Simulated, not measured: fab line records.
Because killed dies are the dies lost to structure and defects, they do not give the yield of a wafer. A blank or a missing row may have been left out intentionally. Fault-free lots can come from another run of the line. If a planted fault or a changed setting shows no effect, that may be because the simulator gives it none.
fab line records    flow nand-harc
record: lots: 24  wafers: 72  last-day: 33
route steps=1302 shown A_CONTACT@1084 A_M0@1147
lots that met no fault: from a run of the same line without faults
start-h: hours from the record's opening day to when the first of the lot's shown wafers began    wait-h: how many hours have passed since the lot's step before this one    " the same as in the row above    L1.1+2: several wafers, shown together as one row    - no value, or no start given    * or withheld: withheld    < > ~ a bound
route shown NAME@n: a module of which the file shows steps, and the number in the route of the first    usual: mean/standard deviation taken from wafers without a fault    same: alike in all rows    chamber/n: place in a boat    sites: per-site readings    _std_site: standard deviation across them    _edge_site: inner sites' mean taken away from outer sites' mean    radius-mm: how far each site lies from the wafer's centre    mask NAME#n: copy n    behind: the tool/chamber that last shaped the wafer    hold: what put the lot on hold/how long, in hours/how the hold closed    device: transistor that didn't switch, given as n, p or np    end of line: the same wafers' tests at the end of the route    where a step has no rows: the recipe by itself    killed: dies lost to structure and defects at the first sort, not the wafer's yield    map: a wafer's dies, x killed, . not, _ none there
set.NAME: setting as actually run; set.NAME@STEP: the setting as run at that earlier step    model.NAME: the simulator's own value behind a step, which no gauge read
a sample of lots followed through the steps of the route, with each step as a table and each wafer as a row
services: the hour from which a tool's chamber was out of use, counted from the record's first day as start-h (under 0 if before that day), plus the number of hours and why
== steps ==
step: NHARC_A_CONTACT_ETCH_30
recipe: target-depth-a: 726  time-s: 36.3  cf4-flow-sccm: 100  chf3-flow-sccm: 30  ar-flow-sccm: 0  rf-w: 500  bias-w: 200  chemistry: CF4/CHF3
usual: drypump-motor-current-A: 5.7/0.49  oes-product-au: 0.945/0.023  rf-vpp-V: 368.6/2.3  showerhead-plenum-p-Torr: 1.51/0.065  throttle-valve-pct: 16.802/0.0095
lot.wafer  tool         chamber  start-h  wait-h  drypump-motor-current-A  oes-product-au  rf-hours-counter-h  rf-vpp-V  showerhead-plenum-p-Torr  throttle-valve-pct
L074.3     rie-diel-02  3        -        -       5.2                      0.959           29                  368.1     1.48                      16.790
L074.6     "            3        "        "       5.2                      0.953           -                   368.8     1.48                      16.800
L074.5     "            0        "        "       6.1                      0.971           -                   369.6     1.56                      16.802
L075.1     rie-diel-02  0        -        -       6.1                      0.947           35                  371.6     1.56                      16.802
L075.2     "            1        "        "       6.0                      0.928           39                  370.8     1.58                      16.815
L075.5     "            0        "        "       6.1                      0.953           -                   369.0     1.56                      16.798
L076.3     rie-diel-12  0        -        -       5.6                      0.938           25                  370.6     1.58                      16.788
L076.1     "            2        "        "       6.0                      0.913           27                  371.7     1.68                      16.803
L076.6     "            0        "        "       5.6                      0.934           -                   372.6     1.58                      16.800
L079.3     rie-diel-12  3        -        -       5.1                      0.965           37                  370.1     1.57                      16.797
L079.2     "            1        "        "       5.6                      0.989           34                  368.2     1.49                      16.812
L079.5     "            2        "        "       6.0                      0.954           -                   374.9     1.67                      16.803
L077.1     rie-diel-13  2        -        -       6.4                      0.918           4                   369.4     1.51                      16.801
L077.5     "            0        "        "       5.0                      0.941           -                   366.7     1.46                      16.802
L077.6     "            1        "        "       6.2                      0.916           -                   366.2     1.46                      16.800
L078.4     rie-diel-13  3        -        -       5.5                      0.929           5                   369.3     1.50                      16.793
L078.2     "            1        "        "       6.2                      0.931           4                   366.8     1.46                      16.817
L078.5     "            3        "        "       5.5                      0.920           -                   367.7     1.50                      16.801
L080.4     rie-diel-13  1        -        -       6.2                      0.921           7                   366.3     1.46                      16.799
L080.6     "            0        "        "       5.0                      0.938           -                   366.1     1.46                      16.803
L080.5     "            1        "        "       6.2                      0.909           -                   366.3     1.46                      16.808
L082.4     rie-diel-12  3        -        -       5.1                      0.930           50                  370.5     1.57                      16.801
L082.5     "            0        "        "       5.6                      0.927           -                   368.9     1.58                      16.805
L082.6     "            1        "        "       5.6                      0.917           -                   366.6     1.48                      16.818
L081.3     rie-diel-02  3        -        -       5.2                      0.974           2                   367.3     1.47                      16.805
L081.1     "            0        "        "       6.1                      0.946           3                   370.0     1.55                      16.813
L081.2     "            2        "        "       5.7                      0.943           2                   367.4     1.47                      16.811
L083.3     rie-diel-13  1        -        -       6.2                      0.928           16                  366.8     1.46                      16.798
L083.6     "            1        "        "       6.2                      0.927           -                   365.1     1.46                      16.789
L083.5     "            2        "        "       6.4                      0.915           -                   368.3     1.51                      16.814
L084.2     rie-diel-13  1        -        -       6.2                      0.962           17                  366.5     1.46                      16.805
L084.3     "            3        "        "       5.4                      0.979           13                  369.4     1.50                      16.788
L084.6     "            1        "        "       6.2                      0.953           -                   367.9     1.46                      16.818
L085.1     rie-diel-02  3        -        -       5.2                      0.970           13                  367.1     1.47                      16.799
L085.4     "            1        "        "       6.0                      0.963           17                  371.4     1.57                      16.804
L085.6     "            3        "        "       5.2                      0.969           -                   364.6     1.47                      16.804
L086.1     rie-diel-13  0        -        -       5.0                      0.935           24                  366.5     1.46                      16.796
L086.2     "            3        "        "       5.6                      0.929           19                  369.0     1.50                      16.796
L086.6     "            1        "        "       6.2                      0.929           -                   365.7     1.46                      16.790
L087.1     rie-diel-13  0        -        -       5.0                      0.934           25                  366.4     1.46                      16.797
L087.4     "            2        "        "       6.4                      0.926           23                  369.7     1.51                      16.812
L087.3     "            3        "        "       5.6                      0.931           20                  369.0     1.50                      16.811
L088.4     rie-diel-02  1        -        -       6.0                      0.962           23                  369.9     1.57                      16.805
L088.2     "            3        "        "       5.3                      0.991           21                  366.7     1.47                      16.807
L088.1     "            0        "        "       6.1                      0.961           22                  370.4     1.55                      16.813
L091.4     rie-diel-13  3        -        -       5.5                      0.919           25                  367.6     1.49                      16.803
L091.1     "            1        "        "       6.2                      0.919           28                  368.1     1.45                      16.777
L091.6     "            3        "        "       5.5                      0.929           -                   368.4     1.49                      16.816
L089.3     rie-diel-13  2        -        -       6.4                      0.924           29                  369.6     1.51                      16.802
L089.2     "            3        "        "       5.5                      0.911           25                  366.9     1.50                      16.807
L089.6     "            2        "        "       6.4                      0.914           -                   368.2     1.51                      16.793
L090.3     rie-diel-13  0        -        -       5.0                      0.967           31                  366.1     1.46                      16.790
L090.5     "            3        "        "       5.4                      0.960           -                   369.5     1.49                      16.822
L090.6     "            0        "        "       5.0                      0.956           -                   367.0     1.46                      16.800
L093.1     rie-diel-13  1        -        -       6.2                      0.988           33                  366.8     1.45                      16.808
L093.4     "            2        "        "       6.4                      0.950           34                  367.9     1.51                      16.802
L093.5     "            0        "        "       5.0                      0.984           -                   365.9     1.45                      16.798
L092.2     rie-diel-13  0        -        -       5.0                      0.984           36                  368.3     1.45                      16.818
L092.3     "            1        "        "       6.2                      0.986           34                  366.9     1.45                      16.810
L092.5     "            0        "        "       5.0                      0.982           -                   366.0     1.45                      16.805
L094.1     rie-diel-02  2        -        -       5.7                      0.960           40                  366.2     1.46                      16.812
L094.3     "            1        "        "       6.0                      0.973           40                  370.0     1.57                      16.810
L094.5     "            2        "        "       5.7                      0.966           -                   368.1     1.46                      16.794
L095.2     rie-diel-02  1        -        -       6.0                      0.928           49                  370.8     1.56                      16.811
L095.4     "            2        "        "       5.7                      0.919           -                   366.7     1.46                      16.802
L095.5     "            3        "        "       5.2                      0.943           -                   367.0     1.46                      16.793
L096.4     rie-diel-13  0        -        -       5.0                      0.982           3                   375.7     1.70                      16.807
L096.1     "            2        "        "       6.4                      0.975           2                   369.2     1.51                      16.806
L096.5     "            0        "        "       5.0                      0.979           -                   374.4     1.70                      16.812
L097.3     rie-diel-13  1        -        -       6.2                      0.916           4                   375.1     1.70                      16.820
L097.2     "            3        "        "       5.6                      0.907           5                   366.6     1.49                      16.801
L097.6     "            1        "        "       6.2                      0.916           -                   373.9     1.70                      16.805
step: NHARC_A_CONTACT_CD_MEAS_15
usual: cd-nm: 189.9/0.7
lot.wafer  tool       chamber  start-h  wait-h  cd-nm
L074.3     cd-sem-01  -        502.72   -       189.9
L074.5     "          -        "        "       189.6
L074.6     "          -        "        "       190.7
L075.1     cd-sem-03  -        522.55   -       191.2
L075.2     "          -        "        "       190.6
L075.5     "          -        "        "       191.7
L076.1     cd-sem-03  -        524.84   -       190.0
L076.3     "          -        "        "       189.6
L076.6     "          -        "        "       190.2
L079.2     cd-sem-03  -        554.43   -       189.2
L079.3     "          -        "        "       190.0
L079.5     "          -        "        "       189.8
L077.1     cd-sem-02  -        555.24   -       189.8
L077.5     "          -        "        "       190.3
L077.6     "          -        "        "       189.7
L078.2     cd-sem-02  -        556.14   -       189.5
L078.4     "          -        "        "       190.5
L078.5     "          -        "        "       189.9
L080.4     cd-sem-02  -        574.50   -       189.2
L080.5     "          -        "        "       190.8
L080.6     "          -        "        "       190.0
L082.4     cd-sem-03  -        591.28   -       189.0
L082.5     "          -        "        "       188.8
L082.6     "          -        "        "       189.8
L081.1     cd-sem-02  -        595.72   -       190.4
L081.2     "          -        "        "       191.6
L081.3     "          -        "        "       190.0
L083.3     cd-sem-03  -        607.92   -       188.5
L083.5     "          -        "        "       189.1
L083.6     "          -        "        "       188.7
L084.2     cd-sem-01  -        609.04   -       190.2
L084.3     "          -        "        "       190.4
L084.6     "          -        "        "       190.2
L085.1     cd-sem-01  -        627.54   -       189.1
L085.4     "          -        "        "       189.2
L085.6     "          -        "        "       189.1
L086.1     cd-sem-02  -        635.98   -       189.4
L086.2     "          -        "        "       188.5
L086.6     "          -        "        "       189.5
L087.1     cd-sem-01  -        640.14   -       189.5
L087.3     "          -        "        "       189.4
L087.4     "          -        "        "       190.0
L088.1     cd-sem-03  -        642.88   -       190.0
L088.2     "          -        "        "       191.2
L088.4     "          -        "        "       190.4
L091.1     cd-sem-02  -        661.86   -       190.4
L091.4     "          -        "        "       189.5
L091.6     "          -        "        "       190.8
L089.2     cd-sem-02  -        662.29   -       190.0
L089.3     "          -        "        "       189.1
L089.6     "          -        "        "       190.5
L090.3     cd-sem-01  -        667.70   -       190.4
L090.5     "          -        "        "       190.6
L090.6     "          -        "        "       191.2
L093.1     cd-sem-01  -        692.56   -       190.0
L093.4     "          -        "        "       190.3
L093.5     "          -        "        "       190.5
L092.2     cd-sem-01  -        694.42   -       189.1
L092.3     "          -        "        "       189.5
L092.5     "          -        "        "       189.7
L094.1     cd-sem-03  -        699.09   -       189.5
L094.3     "          -        "        "       188.9
L094.5     "          -        "        "       189.7
L095.2     cd-sem-03  -        718.56   -       190.4
L095.4     "          -        "        "       191.0
L095.5     "          -        "        "       190.3
L096.1     cd-sem-02  -        720.06   -       189.8
L096.4     "          -        "        "       189.7
L096.5     "          -        "        "       189.1
L097.2     cd-sem-03  -        736.40   -       190.7
L097.3     "          -        "        "       190.1
L097.6     "          -        "        "       189.4
step: NHARC_A_M0_CD_MEAS_09
recipe: target-cd-nm: 80  landing-energy-ev: 500
usual: cd-nm: 80.1/0.77
lot.wafer  tool       chamber  start-h  wait-h  cd-nm
L074.3     cd-sem-03  0        509.66   -       79.5
L074.5     "          0        "        "       78.8
L074.6     "          0        "        "       80.6
L075.1     cd-sem-03  0        529.41   -       79.7
L075.2     "          0        "        "       79.4
L075.5     "          0        "        "       79.3
L076.1     cd-sem-02  0        531.84   -       79.6
L076.3     "          0        "        "       81.4
L076.6     "          0        "        "       81.1
L079.2     cd-sem-02  0        561.48   -       79.8
L079.3     "          0        "        "       80.5
L079.5     "          0        "        "       80.2
L077.1     cd-sem-03  0        562.74   -       80.1
L077.5     "          0        "        "       80.4
L077.6     "          0        "        "       80.8
L078.2     cd-sem-03  0        563.37   -       80.6
L078.4     "          0        "        "       81.1
L078.5     "          0        "        "       81.3
L080.4     cd-sem-01  0        581.53   -       79.2
L080.5     "          0        "        "       78.2
L080.6     "          0        "        "       79.3
L082.4     cd-sem-02  0        598.30   -       79.2
L082.5     "          0        "        "       80.2
L082.6     "          0        "        "       79.8
L081.1     cd-sem-03  0        602.80   -       80.6
L081.2     "          0        "        "       81.3
L081.3     "          0        "        "       81.3
L083.3     cd-sem-03  0        614.79   -       80.6
L083.5     "          0        "        "       79.9
L083.6     "          0        "        "       81.3
L084.2     cd-sem-03  0        616.98   -       79.8
L084.3     "          0        "        "       80.3
L084.6     "          0        "        "       79.5
L085.1     cd-sem-02  0        634.53   -       79.6
L085.4     "          0        "        "       80.0
L085.6     "          0        "        "       79.7
L086.1     cd-sem-03  0        642.95   -       78.7
L086.2     "          0        "        "       80.5
L086.6     "          0        "        "       80.0
L087.1     cd-sem-02  0        647.42   -       80.8
L087.3     "          0        "        "       79.7
L087.4     "          0        "        "       81.1
L088.1     cd-sem-03  0        649.85   -       80.8
L088.2     "          0        "        "       80.3
L088.4     "          0        "        "       81.9
L091.1     cd-sem-01  0        668.84   -       81.5
L091.4     "          0        "        "       79.5
L091.6     "          0        "        "       80.7
L089.2     cd-sem-02  0        669.26   -       78.0
L089.3     "          0        "        "       78.7
L089.6     "          0        "        "       79.7
L090.3     cd-sem-02  0        674.71   -       80.7
L090.5     "          0        "        "       81.5
L090.6     "          0        "        "       81.2
L093.1     cd-sem-02  0        699.44   -       79.8
L093.4     "          0        "        "       79.6
L093.5     "          0        "        "       80.2
L092.2     cd-sem-02  0        701.40   -       80.7
L092.3     "          0        "        "       80.2
L092.5     "          0        "        "       81.1
L094.1     cd-sem-02  0        705.96   -       79.9
L094.3     "          0        "        "       80.0
L094.5     "          0        "        "       80.2
L095.2     cd-sem-03  0        725.64   -       81.1
L095.4     "          0        "        "       79.3
L095.5     "          0        "        "       80.5
L096.1     cd-sem-03  0        727.07   -       78.9
L096.4     "          0        "        "       79.2
L096.5     "          0        "        "       81.3
L097.2     cd-sem-03  0        743.23   -       79.9
L097.3     "          0        "        "       79.9
L097.6     "          0        "        "       79.9
step: NHARC_A_M0_DESCUM_14
recipe: time-s: 3  o2-flow-sccm: 200  ar-flow-sccm: 0  bias-power-w: 0  chemistry: O2
usual: drypump-motor-current-A: 6.01/0.27  o2-flow-sccm: 200.0/0.49  oes-product-au: 0.999/0.014  rf-vpp-V: 58.0/0.95  showerhead-plenum-p-Torr: 1.93/0.072  throttle-valve-pct: 11.312/0.0082
lot.wafer  tool         chamber  start-h  wait-h  drypump-motor-current-A  o2-flow-sccm  oes-product-au  rf-hours-counter-h  rf-vpp-V  showerhead-plenum-p-Torr  throttle-valve-pct
L074.3     rie-diel-06  2        509.86   0.1     6.21                     199.7         0.981           1.1                 58.1      1.80                      11.310
L074.6     "            3        "        "       6.30                     200.1         0.994           -                   57.5      1.97                      11.313
L074.5     "            0        "        "       5.99                     200.2         0.989           -                   59.1      1.93                      11.313
L075.1     rie-diel-06  2        529.59   0.1     6.31                     200.4         0.976           1.9                 57.8      1.80                      11.308
L075.2     "            3        "        "       6.25                     200.1         1.015           1.7                 59.2      1.97                      11.307
L075.5     "            2        "        "       6.28                     200.1         0.982           -                   56.3      1.80                      11.305
L076.3     rie-diel-01  2        532.02   0.1     5.73                     199.5         1.001           7.9                 57.7      2.03                      11.311
L076.1     "            3        "        "       5.88                     200.2         1.023           7.6                 58.5      1.89                      11.308
L076.6     "            3        "        "       5.86                     200.3         1.019           -                   59.0      1.89                      11.319
L079.2     rie-diel-11  1        561.68   0.1     5.62                     199.1         0.998           5.7                 59.7      2.04                      11.311
L079.3     "            2        "        "       5.88                     200.3         1.015           6.1                 59.5      1.94                      11.301
L079.5     "            0        "        "       6.12                     200.2         1.001           -                   57.7      1.96                      11.307
L077.1     rie-diel-06  2        562.94   0.1     6.27                     199.3         1.002           3.7                 55.6      1.80                      11.314
L077.6     "            1        "        "       6.18                     199.7         0.980           -                   57.5      1.89                      11.327
L077.5     "            2        "        "       6.22                     199.9         0.997           -                   56.9      1.80                      11.315
L078.2     rie-diel-06  0        563.55   0.1     5.98                     200.3         1.001           3.0                 59.0      1.93                      11.316
L078.4     "            2        "        "       6.25                     200.0         0.997           3.8                 56.8      1.80                      11.333
L078.5     "            1        "        "       6.18                     199.9         0.980           -                   58.1      1.89                      11.304
L080.4     rie-diel-06  1        581.73   0.1     6.21                     199.7         0.989           4.5                 56.5      1.89                      11.324
L080.5     "            3        "        "       6.27                     199.8         1.021           -                   58.7      1.97                      11.322
L080.6     "            0        "        "       5.99                     200.4         1.011           -                   56.8      1.93                      11.312
L082.4     rie-diel-01  2        598.48   0.1     5.74                     199.9         0.988           2.7                 58.2      2.03                      11.304
L082.5     "            1        "        "       6.04                     200.3         0.975           -                   57.6      2.00                      11.306
L082.6     "            2        "        "       5.76                     200.3         0.992           -                   58.6      2.03                      11.309
L081.2     rie-diel-06  1        603.00   0.1     6.22                     200.0         0.993           5.7                 57.9      1.89                      11.313
L081.3     "            3        "        "       6.29                     200.0         1.013           5.4                 59.0      1.97                      11.308
L081.1     "            0        "        "       5.98                     200.1         1.009           4.7                 57.3      1.93                      11.317
L083.3     rie-diel-01  0        614.98   0.1     6.38                     199.8         1.003           2.7                 58.7      1.82                      11.323
L083.6     "            3        "        "       5.90                     199.5         1.029           -                   57.5      1.89                      11.306
L083.5     "            0        "        "       6.42                     199.8         1.013           -                   57.5      1.82                      11.310
L084.3     rie-diel-06  1        617.18   0.1     6.21                     200.6         0.989           5.9                 57.2      1.89                      11.302
L084.2     "            2        "        "       6.26                     199.4         0.995           6.5                 57.5      1.80                      11.299
L084.6     "            1        "        "       6.23                     199.8         0.998           -                   58.4      1.89                      11.305
L085.4     rie-diel-01  1        634.72   0.1     5.99                     199.6         0.972           4.4                 56.1      1.99                      11.308
L085.1     "            2        "        "       5.76                     200.4         1.008           4.1                 58.3      2.03                      11.305
L085.6     "            0        "        "       6.39                     200.4         0.998           -                   56.5      1.82                      11.310
L086.1     rie-diel-11  2        643.14   0.1     5.87                     199.7         0.995           1.3                 57.7      1.94                      11.331
L086.2     "            0        "        "       6.13                     200.1         0.988           2.9                 59.0      1.96                      11.324
L086.6     "            2        "        "       5.90                     199.0         0.989           -                   59.3      1.94                      11.317
L087.4     rie-diel-11  0        647.60   0.1     6.11                     200.3         1.005           3.0                 57.2      1.96                      11.314
L087.3     "            2        "        "       5.87                     200.3         0.988           1.4                 57.9      1.94                      11.307
L087.1     "            3        "        "       5.39                     200.5         1.003           2.7                 58.3      1.96                      11.317
L088.1     rie-diel-01  3        650.05   0.1     5.90                     200.2         1.031           4.6                 59.6      1.89                      11.306
L088.2     "            0        "        "       6.43                     199.3         1.006           4.2                 57.8      1.82                      11.314
L088.4     "            1        "        "       5.99                     200.1         0.965           4.6                 58.3      1.99                      11.311
L091.4     rie-diel-01  2        669.03   0.1     5.72                     199.8         1.000           5.5                 59.7      2.03                      11.321
L091.1     "            1        "        "       6.00                     200.1         0.979           5.8                 57.6      1.99                      11.309
L091.6     "            3        "        "       5.90                     199.7         1.028           -                   58.1      1.89                      11.304
L089.2     rie-diel-01  3        669.45   0.1     5.85                     200.6         1.013           5.4                 58.8      1.89                      11.315
L089.3     "            1        "        "       6.00                     200.3         0.979           5.9                 57.5      1.99                      11.299
L089.6     "            0        "        "       6.41                     199.2         1.011           -                   57.7      1.82                      11.322
L090.3     rie-diel-06  3        674.92   0.1     6.26                     200.3         1.016           0.0                 58.5      1.97                      11.303
L090.6     "            1        "        "       6.22                     198.1         1.015           -                   58.0      1.89                      11.303
L090.5     "            2        "        "       6.24                     200.4         0.991           -                   57.9      1.80                      11.318
L093.4     rie-diel-06  1        699.64   0.1     6.23                     200.5         0.997           0.7                 56.1      1.89                      11.299
L093.1     "            2        "        "       6.24                     199.9         1.000           0.7                 56.3      1.80                      11.304
L093.5     "            1        "        "       6.21                     199.8         1.003           -                   57.6      1.89                      11.321
L092.3     rie-diel-06  1        701.58   0.1     6.20                     200.0         1.003           1.1                 57.6      1.89                      11.320
L092.2     "            3        "        "       6.26                     199.6         1.024           0.8                 57.7      1.97                      11.313
L092.5     "            1        "        "       6.21                     199.6         0.996           -                   58.1      1.89                      11.310
L094.3     rie-diel-01  2        706.14   0.1     5.75                     200.0         0.984           7.0                 56.8      2.03                      11.321
L094.1     "            1        "        "       5.99                     199.8         0.980           7.4                 58.4      1.99                      11.305
L094.5     "            2        "        "       5.73                     200.4         0.995           -                   57.7      2.03                      11.303
L095.4     rie-diel-01  3        725.82   0.1     5.86                     200.0         1.024           8.8                 57.3      1.89                      11.333
L095.2     "            0        "        "       6.40                     201.1         1.004           8.6                 57.8      1.82                      11.308
L095.5     "            0        "        "       6.40                     200.8         1.010           -                   57.5      1.82                      11.315
L096.1     rie-diel-11  3        727.26   0.1     5.36                     199.9         0.988           9.2                 56.9      1.96                      11.328
L096.4     "            1        "        "       5.58                     199.9         1.014           -                   57.8      2.03                      11.324
L096.5     "            0        "        "       6.12                     199.7         0.995           -                   58.6      1.95                      11.314
L097.3     rie-diel-11  1        743.41   0.1     5.60                     200.6         1.007           10.3                59.6      2.03                      11.322
L097.2     "            0        "        "       6.13                     200.6         1.006           11.0                59.3      1.95                      11.322
L097.6     "            2        "        "       5.87                     201.0         1.007           -                   59.3      1.94                      11.311
step: NHARC_A_M0_ETCH_15
recipe: target-depth-a: 1500  overetch-a: 150  time-s: 82.5  c4f8-flow-sccm: withheld  ar-flow-sccm: 400  rf-w: 600  bias-w: 300  chemistry: C4F8/Ar
usual: oes-product-au: 0.950/0.024  rf-vpp-V: 441.1/2.4
lot.wafer  tool         chamber  start-h  wait-h  oes-product-au  rf-hours-counter-h  rf-vpp-V
L074.3     rie-diel-06  0        -        -       0.961           1.1                 440.8
L074.6     "            2        "        "       0.967           -                   437.2
L074.5     "            3        "        "       0.966           -                   442.5
L075.1     rie-diel-06  3        -        -       0.945           1.7                 440.5
L075.2     "            2        "        "       0.921           2.0                 437.9
L075.5     "            3        "        "       0.957           -                   442.3
L076.1     rie-diel-01  1        -        -       0.964           6.6                 444.0
L076.3     "            2        "        "       0.978           7.9                 442.8
L076.6     "            0        "        "       0.952           -                   437.7
L079.2     rie-diel-11  3        -        -       0.916           6.1                 442.6
L079.3     "            2        "        "       0.938           6.1                 441.6
L079.5     "            0        "        "       0.924           -                   442.8
L077.1     rie-diel-06  3        -        -       0.976           3.5                 442.1
L077.5     "            0        "        "       0.978           -                   442.5
L077.6     "            1        "        "       0.935           -                   439.3
L078.4     rie-diel-06  3        -        -       0.986           3.5                 442.1
L078.2     "            2        "        "       0.968           3.8                 437.4
L078.5     "            3        "        "       0.991           -                   441.6
L080.4     rie-diel-06  2        -        -       0.922           4.5                 438.8
L080.6     "            2        "        "       0.923           -                   437.4
L080.5     "            3        "        "       0.934           -                   442.6
L082.4     rie-diel-01  0        -        -       0.983           2.4                 437.3
L082.5     "            2        "        "       0.975           -                   444.9
L082.6     "            3        "        "       0.953           -                   440.0
L081.1     rie-diel-06  2        -        -       0.920           5.7                 438.4
L081.2     "            3        "        "       0.926           5.5                 443.3
L081.3     "            0        "        "       0.932           4.8                 441.7
L083.3     rie-diel-01  1        -        -       0.965           3.2                 443.7
L083.5     "            2        "        "       0.975           -                   444.0
L083.6     "            3        "        "       0.984           -                   441.6
L084.2     rie-diel-06  3        -        -       0.932           6.2                 442.7
L084.3     "            1        "        "       0.917           6.0                 440.0
L084.6     "            0        "        "       0.926           -                   440.1
L085.4     rie-diel-01  3        -        -       0.996           4.4                 439.3
L085.1     "            1        "        "       0.939           4.5                 443.2
L085.6     "            3        "        "       0.996           -                   440.8
L086.2     rie-diel-11  1        -        -       0.921           2.5                 444.1
L086.1     "            2        "        "       0.927           1.3                 441.6
L086.6     "            0        "        "       0.920           -                   441.9
L087.4     rie-diel-11  0        -        -       0.961           3.1                 442.4
L087.3     "            1        "        "       0.963           2.6                 445.4
L087.1     "            2        "        "       0.966           1.4                 442.7
L088.1     rie-diel-01  0        -        -       0.984           4.2                 440.2
L088.4     "            1        "        "       0.949           4.6                 443.2
L088.2     "            2        "        "       0.954           4.3                 444.3
L091.4     rie-diel-01  1        -        -       0.912           5.9                 443.5
L091.1     "            2        "        "       0.929           5.5                 445.6
L091.6     "            2        "        "       0.930           -                   444.4
L089.3     rie-diel-01  0        -        -       0.976           5.1                 438.8
L089.2     "            2        "        "       0.987           5.6                 444.6
L089.6     "            0        "        "       0.969           -                   438.8
L090.3     rie-diel-06  0        -        -       0.976           0.1                 440.9
L090.5     "            1        "        "       0.953           -                   438.8
L090.6     "            2        "        "       0.938           -                   436.3
L093.4     rie-diel-06  1        -        -       0.961           0.7                 440.6
L093.1     "            3        "        "       0.971           0.6                 442.3
L093.5     "            2        "        "       0.965           -                   436.1
L092.2     rie-diel-06  1        -        -       0.953           1.2                 440.4
L092.3     "            2        "        "       0.964           1.0                 435.8
L092.5     "            2        "        "       0.946           -                   437.0
L094.1     rie-diel-01  1        -        -       0.939           7.4                 442.6
L094.3     "            3        "        "       0.981           6.3                 440.7
L094.5     "            3        "        "       0.986           -                   439.6
L095.4     rie-diel-01  3        -        -       0.944           8.8                 440.3
L095.2     "            0        "        "       0.927           8.6                 436.8
L095.5     "            1        "        "       0.906           -                   444.5
L096.1     rie-diel-11  0        -        -       0.925           10.1                440.5
L096.5     "            0        "        "       0.922           -                   444.2
L096.4     "            1        "        "       0.931           -                   445.3
L097.2     rie-diel-11  0        -        -       0.961           11.0                441.7
L097.3     "            1        "        "       0.960           10.3                445.5
L097.6     "            2        "        "       0.951           -                   440.9
step: NHARC_A_M0_PVD_21
recipe: target-thk-a: 300  chamber-pressure-pa: 5  power-w: 5000  substrate-temp-c: 30  time-s: 20.49  material: Cu
usual: throttle-valve-pct: 30.3/1.1
lot.wafer  tool            chamber  start-h  wait-h  throttle-valve-pct
L074.3     pvd-sputter-02  -        -        -       29.8
L074.5     "               -        "        "       30.1
L074.6     "               -        "        "       31.1
L075.2     pvd-sputter-01  -        -        -       29.8
L075.1     "               -        "        "       31.5
L075.5     "               -        "        "       30.0
L076.3     pvd-sputter-02  -        -        -       30.9
L076.1     "               -        "        "       30.5
L076.6     "               -        "        "       30.6
L079.3     pvd-sputter-01  -        -        -       31.3
L079.2     "               -        "        "       32.0
L079.5     "               -        "        "       30.8
L077.1     pvd-sputter-03  -        -        -       28.1
L077.6     "               -        "        "       29.7
L077.5     "               -        "        "       30.9
L078.4     pvd-sputter-01  -        -        -       31.4
L078.2     "               -        "        "       31.6
L078.5     "               -        "        "       30.9
L080.4     pvd-sputter-02  -        -        -       29.8
L080.5     "               -        "        "       30.9
L080.6     "               -        "        "       30.7
L082.4     pvd-sputter-03  -        -        -       30.7
L082.6     "               -        "        "       29.6
L082.5     "               -        "        "       30.6
L081.3     pvd-sputter-02  -        -        -       29.9
L081.1     "               -        "        "       30.7
L081.2     "               -        "        "       30.4
L083.3     pvd-sputter-01  -        -        -       30.3
L083.6     "               -        "        "       30.3
L083.5     "               -        "        "       31.3
L084.3     pvd-sputter-01  -        -        -       30.4
L084.2     "               -        "        "       31.1
L084.6     "               -        "        "       30.1
L085.4     pvd-sputter-02  -        -        -       31.0
L085.1     "               -        "        "       30.4
L085.6     "               -        "        "       28.4
L086.2     pvd-sputter-01  -        -        -       30.9
L086.1     "               -        "        "       30.5
L086.6     "               -        "        "       31.5
L087.1     pvd-sputter-02  -        -        -       28.2
L087.4     "               -        "        "       30.1
L087.3     "               -        "        "       31.7
L088.2     pvd-sputter-02  -        -        -       28.5
L088.1     "               -        "        "       30.2
L088.4     "               -        "        "       31.5
L091.1     pvd-sputter-03  -        -        -       30.7
L091.4     "               -        "        "       31.0
L091.6     "               -        "        "       30.8
L089.2     pvd-sputter-03  -        -        -       30.6
L089.3     "               -        "        "       30.5
L089.6     "               -        "        "       28.2
L090.3     pvd-sputter-02  -        -        -       31.5
L090.6     "               -        "        "       31.7
L090.5     "               -        "        "       31.5
L093.1     pvd-sputter-01  -        -        -       30.5
L093.4     "               -        "        "       30.1
L093.5     "               -        "        "       30.3
L092.3     pvd-sputter-01  -        -        -       31.1
L092.2     "               -        "        "       30.6
L092.5     "               -        "        "       30.6
L094.3     pvd-sputter-01  -        -        -       31.4
L094.1     "               -        "        "       30.8
L094.5     "               -        "        "       31.4
L095.2     pvd-sputter-02  -        -        -       28.3
L095.4     "               -        "        "       31.3
L095.5     "               -        "        "       28.1
L096.4     pvd-sputter-02  -        -        -       31.3
L096.1     "               -        "        "       31.5
L096.5     "               -        "        "       28.5
L097.3     pvd-sputter-02  -        -        -       28.4
L097.2     "               -        "        "       29.9
L097.6     "               -        "        "       30.2
== services ==
tool            chamber  start-h  hours  kind
rie-diel-06     1        478.79   8.3    repair
rie-diel-06     -        484.22   9.0    pm
rie-diel-13     3        487.99   21.8   repair
rie-diel-13     0        493.55   1.6    repair
rie-diel-06     0        510.99   9.3    repair
rie-diel-01     -        519.55   0.8    repair
rie-diel-01     0        523.28   1.8    repair
rie-diel-13     -        540.47   0.6    repair
rie-diel-01     1        551.90   4.5    repair
rie-diel-01     -        557.80   9.0    pm
rie-diel-01     0        586.29   4.7    repair
rie-diel-01     3        592.66   5.8    repair
rie-diel-06     1        604.71   6.5    repair
rie-diel-13     1        608.78   9.6    repair
pvd-sputter-02  -        617.26   6.3    repair
pvd-sputter-02  -        638.00   10.0   pm
rie-diel-06     -        661.22   9.0    pm
rie-diel-06     0        687.96   4.0    repair
rie-diel-13     -        696.17   9.0    pm
rie-diel-01     3        697.30   4.4    repair
rie-diel-01     0        705.24   4.0    repair
rie-diel-01     2        726.98   4.3    repair
rie-diel-01     1        728.06   8.6    repair
rie-diel-01     -        734.80   9.0    pm
== key ==
fault none
